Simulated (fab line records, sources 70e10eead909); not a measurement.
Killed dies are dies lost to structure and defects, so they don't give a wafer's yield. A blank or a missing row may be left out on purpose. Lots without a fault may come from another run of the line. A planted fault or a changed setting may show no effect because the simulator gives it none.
Which tool did it? | flow nand_harc | 6 lots, 18 wafers sampled, at 5 steps of a route of 1302

WHAT THE GAUGES READ, wafer by wafer
NHARC_END_SORT_01.
lot  | measured     | on        | killed_short
L172 | day 27 23:43 | prober-01 | 3 1 7
L187 | day 33 21:02 | prober-02 | 0 3 1

WHICH TOOL RAN EACH LOT (tool, then ch and the chambers of the sampled wafers, then the start)
lot  | NHARC_A_CONTACT_ETCH_120             | NHARC_A_CONTACT_ETCH_123             | NHARC_A_CONTACT_ETCH_90            | NHARC_A_CONTACT_SOFTBAKE_64
L166 | har_cap_etch-03 ch 0,1, day 21 23:27 | har_cap_etch-03 ch 0,1, day 22 00:05 | rie_diel-04 ch 1,2,3, day 22 00:55 | litho_track-06 ch 0, day 22 07:00
L172 | har_cap_etch-03 ch 0,1, day 25 05:54 | har_cap_etch-03 ch 0,1, day 25 06:25 | rie_diel-08 ch 0,1,2, day 25 07:24 | litho_track-06 ch 0, day 25 12:00
L175 | har_cap_etch-01 ch 0,1, day 26 10:30 | har_cap_etch-01 ch 0,1, day 26 11:04 | rie_diel-08 ch 0,2,3, day 26 11:59 | litho_track-06 ch 0, day 26 19:00
L177 | har_cap_etch-02 ch 0,1, day 27 07:25 | har_cap_etch-02 ch 0,1, day 27 07:59 | rie_diel-01 ch 0,1,3, day 27 08:53 | litho_track-01 ch 0, day 27 13:00
L184 | har_cap_etch-01 ch 0,1, day 30 05:17 | har_cap_etch-01 ch 0,1, day 30 05:52 | rie_diel-08 ch 0,2,3, day 30 06:46 | litho_track-04 ch 0, day 30 11:00
L187 | har_cap_etch-01 ch 0,1, day 31 00:57 | har_cap_etch-01 ch 0,1, day 31 01:28 | rie_diel-04 ch 1,2, day 31 02:27   | litho_track-06 ch 0, day 31 07:00
- NHARC_A_CONTACT_ETCH_120: etches the open film in C4F8/O2/Ar, time 190 s, target depth 1850 nm.
- NHARC_A_CONTACT_ETCH_123: etches the open film in C4F8/O2/Ar, time 490 s, target depth 2110 nm.
- NHARC_A_CONTACT_ETCH_90: etches the open film in CH3F/O2, target depth 40 nm, time 85.7 s.
- NHARC_A_CONTACT_SOFTBAKE_64: time 55 s.

THE ANSWER, worked out from the rows above alone
Rule: what is usual is taken from the lots themselves. Put in order of their means at a reading, lots are off if they are a third of the lots or fewer, leave a main group of 4 or more, and stand apart from it by a gap of 3 or more times the standard deviation of the main group's means; of several such gaps the widest counts. A main group whose means are all the same, to the digits that the tables above print for the reading, isn't used. A lot without any number at a reading at which 4 lots or more have one is off too. The other lots that the step has rows for count as sound.
No lot is off at any reading shown: from this, nothing can be told.

WHAT THE SIMULATOR HAD PUT IN
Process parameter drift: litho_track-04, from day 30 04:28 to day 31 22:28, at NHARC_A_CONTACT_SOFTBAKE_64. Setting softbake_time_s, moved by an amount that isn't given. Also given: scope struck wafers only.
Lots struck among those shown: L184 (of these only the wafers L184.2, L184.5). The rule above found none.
